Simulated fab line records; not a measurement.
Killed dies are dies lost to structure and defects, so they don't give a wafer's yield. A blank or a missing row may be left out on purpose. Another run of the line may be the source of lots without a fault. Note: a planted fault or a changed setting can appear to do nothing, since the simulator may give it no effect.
Matching of chambers	flow nandHarc	3 sister chambers for NHARC_A_M0_PRE_CLEAN_31 on pecvd-04
The step time 12 s. 22 wafers are shown with their chamber, then 11 later ones without.

== WAFERS PAIRED WITH THEIR CHAMBERS ==
wafer	chamber	heaterPowerW (W)
L074.1	0	671
L074.3	2	596
L074.4	2	607
L075.1	1	733
L075.4	1	741
L075.5	2	614
L077.1	2	618
L077.2	1	762
L077.3	0	647
L079.1	2	558
L079.2	1	710
L079.3	0	670
L082.1	0	607
L082.4	0	598
L082.6	1	731
L080.3	1	706
L080.4	2	540
L080.6	1	705
L084.2	2	625
L084.3	1	637
L084.4	1	614
L087.2	1	714

SIGNATURES (averages over the wafers above)
reading	chamber 0	chamber 1	chamber 2	scatter within a chamber
heaterPowerW	638.60	705.30	594.00	39.8
Rule: a wafer's distance from a chamber is the root of the sum, over the readings, of the square of ((its reading less the chamber's mean) divided by the reading's scatter). If the next closest chamber is less than 2 further off than the closest, the wafer can't be placed; otherwise it belongs to the closest. The scatter: the root of (the sum of the squares of (reading less its chamber's mean) over the shown wafers, divided by (wafers less chambers)).

== WAFERS WITHOUT THEIR CHAMBER ==
wafer	heaterPowerW (W)
L087.4	583
L087.5	598
L092.1	740
L092.5	752
L092.6	564
L095.3	627
L095.5	647
L095.6	651
L097.2	664
L097.3	598
L097.4	678

== CHAMBER TAKEN BY EACH ==
wafer	from the rows above	in truth
L087.4	can't be placed: 2 or 0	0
L087.5	can't be placed: 2 or 0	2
L092.1	can't be placed: 1 or 0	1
L092.5	can't be placed: 1 or 0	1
L092.6	can't be placed: 2 or 0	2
L095.3	can't be placed: 0 or 2 or 1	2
L095.5	can't be placed: 0 or 2 or 1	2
L095.6	can't be placed: 0 or 1 or 2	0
L097.2	can't be placed: 0 or 1 or 2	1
L097.3	can't be placed: 2 or 0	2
L097.4	can't be placed: 1 or 0 or 2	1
Correct placement for 0 of the 11. Unplaceable from these rows: 11, with the true chamber sitting among the candidates in 11. Placed wrongly: 0.
